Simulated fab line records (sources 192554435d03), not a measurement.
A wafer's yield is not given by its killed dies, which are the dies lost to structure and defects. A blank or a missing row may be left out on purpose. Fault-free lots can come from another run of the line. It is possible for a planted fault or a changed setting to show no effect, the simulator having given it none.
Struck lot and sound lot, side by side	flow n5_finfet	36 steps out of a route of 1938
Sound: the wafers L954.1, L954.2, L954.6. Struck: wafer L942.5 (left out: L942.3, L942.6 of the same lot, which were not struck); the cause appears at the end.
At each step with rows: each side's tool, then ch and its chambers, then its first start. Under that, the readings that differ: sound wafers	struck wafers	difference of the means	sigmas: that difference in standard deviations of wafers without a fault.
alike: readings with means less than 2 such deviations apart, plus words and numbers identical on both sides. not compared: withheld readings, readings lacking a value on some wafer, bounds such as >300 that could conceal the same value, and numbers that have no deviation in the record and whose values overlap.
Wherever a step has rows on one side only, a row that says differs or no value, or a row with sigmas, the two part there. When numbers do not overlap yet have no deviation, they are printed without sigmas and do not part them. A reading that every wafer of one side lacks parts them only if that side has two wafers or more.

first, 11 steps without rows for these wafers: N5_GATE_CUT_DESCUM_18 (chemistry O2, time 7 s); N5_GATE_CUT_ETCH_28 (etches underlayer in N2/H2, target depth 13 nm, time 10.4 s); N5_GATE_CUT_ETCH_36 (etches SiARC in CF4, target depth 13 nm, time 21.7 s); N5_GATE_CUT_ETCH_37 (etches SOC in N2/H2, target depth 60 nm, overetch 12 nm, time 90 s); N5_GATE_CUT_STRIP_38 (strips in N2/H2); N5_GATE_CUT_STRIP_39 (strips in N2/H2); N5_GATE_CUT_HM_OPEN_40 (chemistry C4F6/O2, target SiO2, target depth 139 nm, time 85.1 s); N5_GATE_CUT_STRIP_41 (strips in CF4); N5_GATE_CUT_STRIP_42 (strips in O2); N5_GATE_CUT_ETCH_19 (etches SiNx in CH3F/O2, target depth 53.7 nm, time 76.7 s); N5_GATE_CUT_CUT_ETCH_53 (etches W in SF6/Cl2, target depth 79.2 nm).
N5_GATE_CUT_CUT_ETCH_54: etches TiN in Cl2/BCl3, target depth 96.7 nm.
  sound on rie_metal-02 ch 0,1, day 11 06:21; struck on rie_metal-03 ch 0, day 7 09:23
reading	sound	struck	difference	sigmas
throttle_valve_pct (%)	22.06 22.28 22.09	22.63	+0.49	+2
  alike: drypump_motor_current_A, etch_rf_on_time_s, mfc_cl2_sccm, oes_product_au
  not compared: rf_hours_counter_h
then, 23 steps without rows for these wafers: N5_GATE_CUT_CUT_ETCH_55 (etches HfO2 in BCl3, target depth 3.2 nm); N5_GATE_CUT_ETCH_47 (etches SiO2 in Cl2/BCl3, target depth 10 nm); N5_GATE_CUT_VAPOR_ETCH_48 (etches TiN in BCl3/Cl2); N5_GATE_CUT_VAPOR_ETCH_49 (etches TiAlC in BCl3/Cl2); N5_GATE_CUT_VAPOR_ETCH_51 (etches HfO2 in BCl3/Cl2); N5_GATE_CUT_STRIP_21 (strips in N2/H2, time 30 s); N5_GATE_CUT_STRIP_29 (strips in post etch residue remover, time 60 s); N5_GATE_CUT_SRD_52 (time 30 s); N5_GATE_CUT_ALD_22 (deposits SiNx, target thk 16 nm, pulse time 1 s, ald cycles 320); N5_GATE_CUT_CMP_23 (polishes, stops on SiO2, t overpolish 23.4 s, target thk 16 nm); N5_GATE_CUT_CMP_43 (polishes SiO2); N5_GATE_CUT_CMP_61 (polishes, stops on SiNx, t overpolish 3 s); N5_MOL_CONTACT_COAG_COAT_103 (time 60 s, resist thk 80 nm); N5_MOL_CONTACT_COAG_COAT_104 (time 60 s, resist thk 12 nm); N5_MOL_CONTACT_COAG_COAT_58 (time 60 s, resist thk 10 nm); N5_MOL_CONTACT_COAG_COAT_02 (resist thk 30 nm); N5_MOL_CONTACT_COAG_EBR_04; N5_MOL_CONTACT_COAG_SOFTBAKE_03 (time 60 s); N5_MOL_CONTACT_COAG_EXPOSE_05 (exposes mask CA, defocus 0 nm); N5_MOL_CONTACT_COAG_PEB_06 (peb time 60 s); N5_MOL_CONTACT_COAG_DEVELOP_07 (develop time 30 s); N5_MOL_CONTACT_COAG_DESCUM_13 (chemistry O2, time 7 s); N5_MOL_CONTACT_COAG_ETCH_59 (etches underlayer in N2/H2, target depth 13 nm, time 10.4 s).
-- the record jumps here: 8 days lie between the struck wafers' starts before and after (it left off in module MOL_CONTACT_COAG and takes up again in module PASSIVATION, whose first step shown is number 1936 of the route) --
N5_PASSIVATION_PROBE_49:
  record: rows for the struck wafers here (prober-01, day 15 09:53), none for the sound ones

WHERE THEY PART
At N5_GATE_CUT_CUT_ETCH_54 first; at N5_PASSIVATION_PROBE_49 last (within this record only).

WHY: what the simulator had put in
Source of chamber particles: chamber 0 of rie_metal-03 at N5_GATE_CUT_CUT_ETCH_54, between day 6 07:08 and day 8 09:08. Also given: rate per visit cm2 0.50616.
